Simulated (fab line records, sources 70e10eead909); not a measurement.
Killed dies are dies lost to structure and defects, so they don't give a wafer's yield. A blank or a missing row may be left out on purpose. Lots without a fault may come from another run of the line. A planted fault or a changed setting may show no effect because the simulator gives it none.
A struck lot beside a sound one | flow nand_harc | 39 steps out of a route of 1159
Sound: wafers L204.1, L204.5, L204.6. Struck: wafers L213.1, L213.3, L213.5. The cause comes at the end.
At each step with rows: each side's tool, then ch and its chambers, then its first start. Under that, the readings that differ: sound wafers | struck wafers | difference of the means | sigmas: that difference in standard deviations of wafers without a fault.
alike: readings whose means differ by less than 2 such deviations, and words and numbers that are the same on both sides. not compared: withheld readings, readings that some wafer has no value for, bounds like >300 that may hide the same value, and numbers for which the record gives no deviation and whose values overlap.
The two part at a step that has a row with sigmas, a row that says differs or no value, or rows on one side only. Numbers that don't overlap but have no deviation are shown without sigmas and don't part them. A reading that every wafer of one side lacks parts them only if that side has two wafers or more.

first, 4 steps without rows for these wafers: NHARC_A_BONDPAD_HARDBAKE_10 (time 65 s); NHARC_A_BONDPAD_DESCUM_11 (chemistry O2, time 3 s); NHARC_A_BONDPAD_ETCH_34 (etches the open film in N2/H2, target depth 60 nm, overetch 18 nm, time 65.91 s); NHARC_A_BONDPAD_ETCH_12 (etches the open film in CHF3/O2, target depth 220 nm, time 110 s).
NHARC_A_BONDPAD_CD_MEAS_13:
  sound on cd_sem-02, day 19 04:52; struck on cd_sem-03, day 22 17:16
  alike: cd_nm
then, 1 step without rows for these wafers: NHARC_A_BONDPAD_STRIP_15 (strips in O2).
NHARC_A_BONDPAD_ETCH_24: etches the open film in CF4/N2, target depth 30 nm, time 72.99 s.
  sound on rie_diel-04 ch 0,2,3; struck on rie_diel-13 ch 0,1,3
  alike: cf4_flow_sccm, drypump_motor_current_A, mfc_ar_sccm, oes_product_au, rf_vpp_V, showerhead_plenum_p_Torr, throttle_valve_pct
  not compared: rf_hours_counter_h
then, 1 step without rows for these wafers: NHARC_A_BONDPAD_STRIP_16 (strips in post etch residue remover, time 600 s).
NHARC_A_BONDPAD_DEGAS_25: time 60 s.
  sound on pvd_sputter-02, day 19 05:29; struck on pvd_sputter-03, day 22 17:53
  alike: heater_power_w
then, 2 steps without rows for these wafers: NHARC_A_BONDPAD_PRE_CLEAN_26 (time 30 s); NHARC_A_BONDPAD_PVD_17 (deposits TaN, target thk 5 nm, time 8.06 s).
NHARC_A_BONDPAD_PVD_27: deposits Cu, target thk 30 nm, time 20.49 s.
  sound on pvd_sputter-02; struck on pvd_sputter-03
  alike: throttle_valve_pct
NHARC_A_BONDPAD_ECD_18: material Cu, target thk 400 nm.
  sound on ecd_cu-02 ch 0,1, day 19 05:51; struck on ecd_cu-02 ch 1, day 22 18:16
  alike: bath_temp_c
NHARC_A_BONDPAD_ANNEAL_28: time 90 s.
  sound on rtp_anneal-02 ch 0, day 19 06:14; struck on rtp_anneal-02 ch 0, day 22 18:38
  alike: anneal_temp_c_max, wafer_temp_C_max
then, 1 step without rows for these wafers: NHARC_A_BONDPAD_CMP_19 (polishes, t overpolish 30 s, cu recess touch 16 s, target thk 169.8 nm).
NHARC_A_BONDPAD_THK_MEAS_20: measures by xrf.
  sound on film_metro-01, day 19 06:54; struck on film_metro-02, day 22 19:19
  alike: thk_nm
then, 6 steps without rows for these wafers: NHARC_A_BONDPAD_SRD_21 (time 30 s, dry time 20 s); NHARC_HYBRID_BOND_ACTIVATE_00 (chemistry N2, time 60 s); NHARC_HYBRID_BOND_PRECLEAN_01 (cleans in DIW, time 300 s); NHARC_HYBRID_BOND_SRD_02 (time 30 s, dry time 20 s); NHARC_HYBRID_BOND_BOND_03; NHARC_HYBRID_BOND_ANNEAL_04 (time 7200 s).
NHARC_HYBRID_BOND_OVL_MEAS_05:
  sound on overlay-02, day 19 16:06; struck on overlay-01, day 23 04:10
  alike: overlay_x_nm, overlay_y_nm
NHARC_THIN_TSV_GRIND_00:
  sound on grinder-01 ch 0, day 19 16:18; struck on grinder-01 ch 0, day 23 05:34
  alike: motor_current_A
then, 1 step without rows for these wafers: NHARC_THIN_TSV_CMP_01 (polishes).
NHARC_THIN_TSV_THK_MEAS_02: measures by ir.
  sound on film_metro-01, day 19 18:11; struck on film_metro-02, day 23 07:03
  alike: thk_nm
then, 12 steps without rows for these wafers: NHARC_THIN_TSV_SRD_03; NHARC_THIN_TSV_PRECLEAN_41 (cleans in SC1); NHARC_THIN_TSV_SRD_42; NHARC_THIN_TSV_DEP_43 (deposits SiO2, target thk 1328.5 nm); NHARC_THIN_TSV_DEHYDRATE_04 (time 120 s); NHARC_THIN_TSV_HMDS_05 (time 30 s); NHARC_THIN_TSV_COAT_06; NHARC_THIN_TSV_SOFTBAKE_07 (time 95 s); NHARC_THIN_TSV_EBR_08; NHARC_THIN_TSV_EXPOSE_09 (exposes mask TSV); NHARC_THIN_TSV_PEB_10 (peb time 85 s); NHARC_THIN_TSV_DEVELOP_11 (time 70 s).
NHARC_END_SORT_01:
  sound on prober-01 ch 0, day 20 10:26; struck on prober-02 ch 0, day 23 23:46
  reading                  | sound          | struck         | difference | sigmas
  defect_limited_yield (%) | 96.6 96.6 95.0 | 16.1 16.0 16.8 | -79.8      | -57
  killed_at_array          | 17 19 26       | 567 568 562    | +545       | +56
  killed_at_periphery      | 6 4 7          | 1 1 0          | -5         | -2
  killed_dies              | 23 23 34       | 568 569 563    | +540       | +56
  sort_bin_2_pct (%)       | 1.3 0.4 1.6    | 38.4 34.3 36.8 | +35.4      | +59
  sort_bin_3_pct (%)       | 0.15 0.15 0.30 | 8.57 8.71 6.94 | +7.87      | +34
  sort_bin_4_pct (%)       | 1.9 2.8 3.1    | 36.9 41.1 39.4 | +36.5      | +41
  sort_n_pass              | 654 654 643    | 109 108 114    | -540       | -56
  sort_rim_yield_pct (%)   | 97.2 97.2 96.2 | 19.8 17.0 14.2 | -79.9      | -32
  sort_yield_pct (%)       | 96.6 96.6 95.0 | 16.1 16.0 16.8 | -79.8      | -57
  alike: killed_at_other, killed_open, killed_short

WHERE THEY PART
Only at NHARC_END_SORT_01, within this record.

WHY: what the simulator had put in
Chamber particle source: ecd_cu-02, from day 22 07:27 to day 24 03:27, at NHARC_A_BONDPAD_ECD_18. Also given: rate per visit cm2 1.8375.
